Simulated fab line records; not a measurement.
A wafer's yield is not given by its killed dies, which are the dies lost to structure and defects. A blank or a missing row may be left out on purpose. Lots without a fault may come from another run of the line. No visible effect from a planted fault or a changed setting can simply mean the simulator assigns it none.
Split-lot trial ; flow n5_finfet ; 21 wafers read across 7 lots, on a route 1938 steps long

SPLIT DETAILS
At N5_MOL_CONTACT_COAG_VIA_ETCH_117 (etches SiO2 in C4F6/O2, target depth 40 nm, overetch 8 nm, time 26 s), the setting bias_w was moved away from the recipe's 455 W on 7 of the 21 wafers read, by -17.2% to +17.2%. The other wafers ran this setting at the recipe's value.

Reading taken at the split's own step.

THE READING
rf_vpp_V, in V, at N5_MOL_CONTACT_COAG_VIA_ETCH_117 (etches SiO2 in C4F6/O2, target depth 40 nm, overetch 8 nm, time 26 s). A value of 1580 V with a standard deviation of 62 V is what fault-free wafers of this fab line usually give.

wafer;tool, chamber at the split;bias_w as run, W;against the recipe;rf_vpp_V, V;against lot-mates on the recipe
L075.2;rie_diel-04, 1;455;recipe;1547;-
L075.3;rie_diel-04, 0;455;recipe;1539;-
L075.5;rie_diel-04, 1;376.8;-17.2%;1342;-201
L083.1;rie_diel-04, 2;455;recipe;1628;-
L083.2;rie_diel-04, 0;455;recipe;1541;-
L083.5;rie_diel-04, 0;455;recipe;1540;-
L087.2;rie_diel-06, 1;455;recipe;1643;-
L087.5;rie_diel-06, 3;455;recipe;1658;-
L087.6;rie_diel-06, 0;455;recipe;1698;-
L089.2;rie_diel-05, 2;434.4;-4.5%;1427;-58
L089.5;rie_diel-05, 3;455;recipe;1490;-
L089.6;rie_diel-05, 2;455;recipe;1479;-
L093.1;rie_diel-06, 1;455;recipe;1643;-
L093.2;rie_diel-06, 0;526.5;+15.7%;1887;+244
L093.5;rie_diel-06, 2;526.5;+15.7%;1767;+124
L094.1;rie_diel-05, 2;407.5;-10.4%;1360;-263
L094.3;rie_diel-05, 0;407.5;-10.4%;1492;-131
L094.4;rie_diel-05, 1;455;recipe;1623;-
L095.4;rie_diel-04, 1;455;recipe;1544;-
L095.5;rie_diel-04, 3;455;recipe;1580;-
L095.6;rie_diel-04, 0;533.4;+17.2%;1730;+168

FIT RESULTS
A straight line over all 21 wafers: rf_vpp_V changes by +13.9 V for each +1% of bias_w; r = +0.86; the points scatter about the line by 69 V.
The same after taking each lot's own level away (the mean of its wafers on the recipe; 21 wafers): +12.5 V for each +1%; r = +0.93; scatter 42 V.
Per that fit: largest bias_w move, reading shift of 2.2e+02 V.
The lots' own levels span 1484.5 to 1666.3 V, that is 2.9 times the standard deviation above.
So the lot-to-lot level changes the slope: the two fits differ.
Check: +220 V against its lot-mates is what the line predicts for one of the wafers moved furthest among these (+17.2%) when that wafer is left out of the fit. Against them it came out at +168 V.
Tool readings at the split's step, against how far the setting was moved: rf_vpp_V r = +0.86.

FURTHER SPLITS ON THESE WAFERS
These wafers also went through other splits before the reading. Each is held against what the fit with the lots' levels taken away leaves over:
other split on the same wafers;wafers away from the commonest value;r with rf_vpp_V (lot level and that fit taken away)
N5_SDB_COAT_03 spin_rpm;5;-0.25
N5_HKMG_FIN_ETCH_54 source_w;9;+0.02
N5_GATE_CUT_CUT_ETCH_53 icp_w;4;+0.37
N5_MOL_CONTACT_COAG_COAT_76 spin_rpm;7;+0.15

THE FILE'S OWN FIT
rf_vpp_V changes by +12 V for each +1% of bias_w, r = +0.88.
